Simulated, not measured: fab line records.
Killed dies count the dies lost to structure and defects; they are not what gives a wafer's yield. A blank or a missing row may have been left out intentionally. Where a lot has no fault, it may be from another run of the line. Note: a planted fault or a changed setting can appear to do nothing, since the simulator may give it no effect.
Which tool is to blame? | flow nand_harc | 15 lots, 43 wafers sampled, at 4 steps of a route of 1302

WHAT THE GAUGES READ, wafer by wafer
No reading from a measuring or inspecting step in the record can be judged against a usual standard deviation.

WHAT TOOL EACH LOT RAN ON (gives the tool, then ch and the chambers of the sampled wafers, and finally the start)
lot  | NHARC_A_SLIT_ETCH_15                          | NHARC_A_SLIT_ETCH_29               | NHARC_A_WL_FILL_ETCHBACK_04       | NHARC_A_WL_FILL_ETCHBACK_16
L314 | rie_diel-13 ch 0,1,3, day 20 17:04 or earlier | rie_diel-06 ch 0,1,3, day 20 17:04 | rie_metal-03 ch 1, day 21 01:43   | rie_diel-07 ch 0,1,3, day 21 12:11
L316 | rie_diel-06 ch 1,2,3, day 20 17:20 or earlier | rie_diel-04 ch 2,3, day 20 17:20   | rie_metal-02 ch 0,1, day 21 01:56 | rie_diel-05 ch 0,1,3, day 21 12:29
L315 | rie_diel-04 ch 0,3, day 20 20:55 or earlier   | rie_diel-06 ch 2,3, day 20 20:55   | rie_metal-01 ch 0,1, day 21 05:35 | rie_diel-07 ch 0,3, day 21 15:29
L317 | rie_diel-13 ch 0,1,2, day 21 04:41 or earlier | rie_diel-13 ch 0,1,2, day 21 04:41 | rie_metal-01 ch 0,1, day 21 13:05 | rie_diel-01 ch 0,1,3, day 22 01:12
L319 | rie_diel-13 ch 1,2,3, day 22 05:23 or earlier | rie_diel-06 ch 2,3, day 22 05:23   | rie_metal-01 ch 0,1, day 22 14:07 | rie_diel-05 ch 2,3, day 23 00:56
L320 | rie_diel-13 ch 0,2, day 23 06:01 or earlier   | rie_diel-06 ch 0,2, day 23 06:01   | rie_metal-02 ch 0,1, day 23 14:33 | rie_diel-01 ch 1,3, day 24 01:02
L321 | rie_diel-13 ch 1,2, day 23 20:06 or earlier   | rie_diel-06 ch 0,3, day 23 20:06   | rie_metal-02 ch 0,1, day 24 04:55 | rie_diel-07 ch 1,2,3, day 24 17:13
L324 | rie_diel-13 ch 0,2,3, day 24 11:24 or earlier | rie_diel-06 ch 2,3, day 24 11:24   | rie_metal-01 ch 0,1, day 24 20:22 | rie_diel-01 ch 0,1,3, day 25 07:50
L327 | rie_diel-06 ch 1,2,3, day 25 03:20 or earlier | rie_diel-04 ch 0,2, day 25 03:20   | rie_metal-02 ch 0,1, day 25 12:02 | rie_diel-01 ch 1,2, day 25 22:05
L325 | rie_diel-13 ch 0,1,2, day 25 03:35 or earlier | rie_diel-13 ch 0,1,2, day 25 03:35 | rie_metal-01 ch 0,1, day 25 11:52 | rie_diel-05 ch 0,1,2, day 25 22:00
L328 | rie_diel-06 ch 0,2,3, day 26 11:48 or earlier | rie_diel-13 ch 2,3, day 26 11:48   | rie_metal-03 ch 0,1, day 26 20:34 | rie_diel-05 ch 1,2,3, day 27 06:14
L330 | rie_diel-04 ch 2,3, day 27 04:10 or earlier   | rie_diel-04 ch 1,2, day 27 04:10   | rie_metal-03 ch 0,1, day 27 13:29 | rie_diel-05 ch 0,2, day 28 00:57
L332 | rie_diel-06 ch 0,2, day 27 18:21 or earlier   | rie_diel-13 ch 2,3, day 27 18:21   | rie_metal-02 ch 0,1, day 28 02:52 | rie_diel-05 ch 1, day 28 14:02
L336 | rie_diel-06 ch 1,3, day 29 06:22 or earlier   | rie_diel-04 ch 0,2,3, day 29 06:22 | rie_metal-03 ch 0,1, day 29 14:50 | rie_diel-07 ch 2,3, day 30 01:12
L337 | rie_diel-06 ch 1,2,3, day 30 03:35 or earlier | rie_diel-06 ch 1,2,3, day 30 03:35 | rie_metal-01 ch 0,1, day 30 12:04 | rie_diel-07 ch 0,2,3, day 31 01:43
- NHARC_A_SLIT_ETCH_15: etches the open film in O2/COS, target depth 6200 nm, time 1612 s.
- NHARC_A_SLIT_ETCH_29: etches the open film in CF4/O2, target depth 100 nm, overetch 10 nm, time 55 s.
- NHARC_A_WL_FILL_ETCHBACK_04: etches the open film in NF3, target depth 60 nm, time 120 s.
- NHARC_A_WL_FILL_ETCHBACK_16: etches the open film in C4F8/O2/Ar, target depth 120 nm, time 24 s.

AS READ BY THE TOOLS THEMSELVES (means over the sampled wafers that have a number; for cases with no such wafer, the mark the record gives instead)
NHARC_A_SLIT_ETCH_15. Usual: chamber_pressure_mTorr 19.999 mTorr, standard deviation 0.017; drypump_motor_current_A 5.7 A, standard deviation 0.41; o2_flow_sccm 399.9 sccm, standard deviation 1.3; oes_product_au 1.000 a.u., standard deviation 0.0081; rf_vpp_V 312.5 V, standard deviation 1.3; showerhead_plenum_p_Torr 3.00 Torr, standard deviation 0.068; throttle_valve_pct 28.330 %, standard deviation 0.01.
lot  | tool        | chamber_pressure_mTorr (mTorr) | drypump_motor_current_A (A) | o2_flow_sccm (sccm) | oes_product_au (a.u.) | rf_vpp_V (V) | showerhead_plenum_p_Torr (Torr) | throttle_valve_pct (%) | flag
L314 | rie_diel-13 | 19.998                         | 5.5                         | 399.0               | 0.999                 | 311.7        | 2.98                            | 28.335                 |
L316 | rie_diel-06 | 19.992                         | 5.9                         | 398.8               | 1.003                 | 311.9        | 2.98                            | 28.318                 |
L315 | rie_diel-04 | 20.003                         | 5.3                         | 399.2               | 0.998                 | 314.7        | 3.13                            | 28.329                 |
L317 | rie_diel-13 | 20.003                         | 5.4                         | 398.9               | 1.003                 | 312.4        | 2.98                            | 28.331                 |
L319 | rie_diel-13 | 20.017                         | 5.5                         | 400.3               | 1.000                 | 311.8        | 2.99                            | 28.323                 |
L320 | rie_diel-13 | 19.992                         | 5.6                         | 401.3               | 0.990                 | 311.7        | 2.97                            | 28.335                 |
L321 | rie_diel-13 | 20.023                         | 5.5                         | 400.0               | 0.999                 | 312.4        | 2.98                            | 28.337                 |
L324 | rie_diel-13 | 19.999                         | 5.7                         | 399.6               | 1.001                 | 311.7        | 2.97                            | 28.322                 |
L327 | rie_diel-06 | 20.000                         | 5.9                         | 399.7               | 1.001                 | 311.8        | 2.98                            | 28.326                 |
L325 | rie_diel-13 | 19.982                         | 5.4                         | 400.5               | 0.998                 | 312.8        | 2.97                            | 28.329                 |
L328 | rie_diel-06 | 20.011                         | 6.1                         | 400.8               | 0.992                 | 312.1        | 2.97                            | 28.330                 |
L330 | rie_diel-04 | 19.979                         | 5.8                         | 399.5               | 0.988                 | 314.0        | 3.07                            | 28.336                 |
L332 | rie_diel-06 | 19.999                         | 6.1                         | 399.2               | 0.986                 | 311.9        | 2.98                            | 28.335                 |
L336 | rie_diel-06 | 19.998                         | 5.7                         | 398.5               | 0.999                 | 312.3        | 3.01                            | 28.335                 |
L337 | rie_diel-06 | 20.004                         | 5.9                         | 400.7               | 0.998                 | 311.7        | 2.97                            | 28.336                 |

NHARC_A_SLIT_ETCH_29. Usual: chamber_pressure_mTorr 30.001 mTorr, standard deviation 0.029; drypump_motor_current_A 5.7 A, standard deviation 0.46; o2_flow_sccm 20.00 sccm, standard deviation 0.056; oes_f_703_au 1.000 a.u., standard deviation 0.0046; oes_product_au 0.998 a.u., standard deviation 0.0093; rf_vpp_V 196.9 V, standard deviation 1.1; showerhead_plenum_p_Torr 1.29 Torr, standard deviation 0.037; throttle_valve_pct 13.398 %, standard deviation 0.0089.
lot  | tool        | chamber_pressure_mTorr (mTorr) | drypump_motor_current_A (A) | o2_flow_sccm (sccm) | oes_f_703_au (a.u.) | oes_product_au (a.u.) | rf_vpp_V (V) | showerhead_plenum_p_Torr (Torr) | throttle_valve_pct (%) | flag
L314 | rie_diel-06 | 30.019                         | 5.8                         | 19.97               | 1.001               | 1.003                 | 196.3        | 1.28                            | 13.398                 |
L316 | rie_diel-04 | 29.991                         | 6.1                         | 19.96               | 1.004               | 0.991                 | 196.6        | 1.29                            | 13.400                 |
L315 | rie_diel-06 | 29.986                         | 6.1                         | 20.00               | 1.000               | 1.002                 | 195.6        | 1.25                            | 13.396                 |
L317 | rie_diel-13 | 29.994                         | 5.4                         | 19.96               | 1.001               | 1.011                 | 197.1        | 1.27                            | 13.394                 |
L319 | rie_diel-06 | 29.967                         | 6.1                         | 19.99               | 0.999               | 0.988                 | 196.2        | 1.25                            | 13.394                 |
L320 | rie_diel-06 | 29.999                         | 6.2                         | 20.00               | 1.001               | 0.989                 | 196.6        | 1.26                            | 13.395                 |
L321 | rie_diel-06 | 30.012                         | 6.0                         | 19.99               | 0.997               | 0.996                 | 196.3        | 1.26                            | 13.398                 |
L324 | rie_diel-06 | 30.004                         | 6.1                         | 19.99               | 0.998               | 0.995                 | 196.6        | 1.25                            | 13.400                 |
L327 | rie_diel-04 | 30.000                         | 6.2                         | 20.01               | 0.999               | 1.003                 | 195.8        | 1.27                            | 13.412                 |
L325 | rie_diel-13 | 30.007                         | 5.4                         | 19.99               | 0.996               | 0.995                 | 196.1        | 1.27                            | 13.391                 |
L328 | rie_diel-13 | 30.023                         | 5.8                         | 20.05               | 0.996               | 1.004                 | 196.8        | 1.28                            | 13.396                 |
L330 | rie_diel-04 | 30.011                         | 5.9                         | 19.95               | 1.000               | 0.996                 | 196.6        | 1.27                            | 13.396                 |
L332 | rie_diel-13 | 30.005                         | 5.8                         | 20.00               | 0.999               | 1.000                 | 196.4        | 1.27                            | 13.395                 |
L336 | rie_diel-04 | 30.004                         | 5.7                         | 19.95               | 0.999               | 1.006                 | 197.5        | 1.31                            | 13.405                 |
L337 | rie_diel-06 | 30.004                         | 5.9                         | 19.99               | 1.003               | 0.985                 | 196.3        | 1.27                            | 13.404                 |

NHARC_A_WL_FILL_ETCHBACK_04. Usual: chamber_pressure_mTorr 300.04 mTorr, standard deviation 0.29; drypump_motor_current_A 5.7 A, standard deviation 0.35; oes_product_au 1.002 a.u., standard deviation 0.0081; run_length_s 141.5 s, standard deviation 0.5.
lot  | tool         | chamber_pressure_mTorr (mTorr) | drypump_motor_current_A (A) | oes_product_au (a.u.) | run_length_s (s) | flag
L314 | rie_metal-03 | 300.02                         | 5.0                         | 1.008                 | 140.7            |
L316 | rie_metal-02 | 300.36                         | 5.7                         | 1.000                 | 142.0            |
L315 | rie_metal-01 | 299.90                         | 5.8                         | 1.005                 | 141.6            |
L317 | rie_metal-01 | 299.74                         | 5.9                         | 1.006                 | 141.7            |
L319 | rie_metal-01 | 299.79                         | 5.8                         | 1.000                 | 141.1            |
L320 | rie_metal-02 | 300.16                         | 5.7                         | 1.000                 | 142.0            |
L321 | rie_metal-02 | 299.98                         | 5.8                         | 1.008                 | 141.9            |
L324 | rie_metal-01 | 299.69                         | 5.9                         | 0.993                 | 141.7            |
L327 | rie_metal-02 | 300.09                         | 5.7                         | 0.997                 | 141.6            |
L325 | rie_metal-01 | 300.33                         | 5.8                         | 0.999                 | 141.1            |
L328 | rie_metal-03 | 299.93                         | 5.8                         | 1.002                 | 141.2            |
L330 | rie_metal-03 | 299.98                         | 5.6                         | 1.007                 | 140.9            |
L332 | rie_metal-02 | 300.15                         | 5.8                         | 1.002                 | 141.9            |
L336 | rie_metal-03 | 299.98                         | 5.4                         | 1.009                 | 141.1            |
L337 | rie_metal-01 | 300.20                         | 5.8                         | 1.005                 | 141.4            |

NHARC_A_WL_FILL_ETCHBACK_16. Usual: chamber_pressure_mTorr 24.998 mTorr, standard deviation 0.022; oes_product_au 0.985 a.u., standard deviation 0.025; rf_vpp_V 724 V, standard deviation 3.5; run_length_s 45.3 s, standard deviation 0.56.
lot  | tool        | chamber_pressure_mTorr (mTorr) | oes_product_au (a.u.) | rf_vpp_V (V) | run_length_s (s) | flag
L314 | rie_diel-07 | 25.032                         | 0.989                 | 721          | 45.5             |
L316 | rie_diel-05 | 25.007                         | 0.988                 | 725          | 45.4             |
L315 | rie_diel-07 | 25.002                         | 0.992                 | 722          | 45.3             |
L317 | rie_diel-01 | 24.999                         | 0.999                 | 724          | 45.0             |
L319 | rie_diel-05 | 24.981                         | 0.999                 | 727          | 45.9             |
L320 | rie_diel-01 | 24.998                         | 0.999                 | 723          | 44.9             |
L321 | rie_diel-07 | 25.011                         | 0.995                 | 723          | 45.2             |
L324 | rie_diel-01 | 25.002                         | 0.998                 | 723          | 44.7             |
L327 | rie_diel-01 | 24.974                         | 0.955                 | 719          | 44.8             |
L325 | rie_diel-05 | 25.022                         | 0.995                 | 728          | 46.0             |
L328 | rie_diel-05 | 24.989                         | 0.977                 | 725          | 40.3             | OFF
L330 | rie_diel-05 | 24.992                         | 0.999                 | 730          | 37.8             | OFF
L332 | rie_diel-05 | 25.021                         | 1.004                 | 727          | 37.7             | OFF
L336 | rie_diel-07 | 25.001                         | 0.993                 | 725          | 44.8             |
L337 | rie_diel-07 | 25.001                         | 1.009                 | 723          | 44.9             |

THE ANSWER, worked out from the rows above alone
Rule: take the mean of a lot's wafers that have a number; if it is more than 3 standard deviations from the usual mean, the lot is off. A lot without any number at a reading at which 4 lots or more have one is off too. Where the step has rows for the other lots, those lots are counted as sound. The gauges are gone through in route order, then the tools' own readings, and for those a lot's mean is taken as printed above. The first step at which some lot is off is used, and at that step the reading that is off furthest; a lot without a number counts as furthest.
Off, at NHARC_A_WL_FILL_ETCHBACK_16 on run_length_s: L328, L330, L332.
A tool fits if, at that step or a process step before it, it ran every lot that is off, and no sound lot after the first of them. NHARC_A_SLIT_ETCH_15 gives no start for some lots, so the hours and the order of its lots are those of NHARC_A_SLIT_ETCH_29. One fits: rie_diel-05 at NHARC_A_WL_FILL_ETCHBACK_16. A fault onset in the window from L325 (day 25 22:00, its last sound lot) to L328 (day 27 06:14, its first lot off) fits.
On the lots that are off, the tool's own readings at NHARC_A_WL_FILL_ETCHBACK_16 differ by more than 5 times the standard deviation of the sound lots' means, which bears it out; run_length_s reads 38.6 s there versus 45.2 s on the sound lots.

WHAT THE SIMULATOR HAD PUT IN
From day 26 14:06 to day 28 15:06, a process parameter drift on rie_diel-05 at NHARC_A_WL_FILL_ETCHBACK_16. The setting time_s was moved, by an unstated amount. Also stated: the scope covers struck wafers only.
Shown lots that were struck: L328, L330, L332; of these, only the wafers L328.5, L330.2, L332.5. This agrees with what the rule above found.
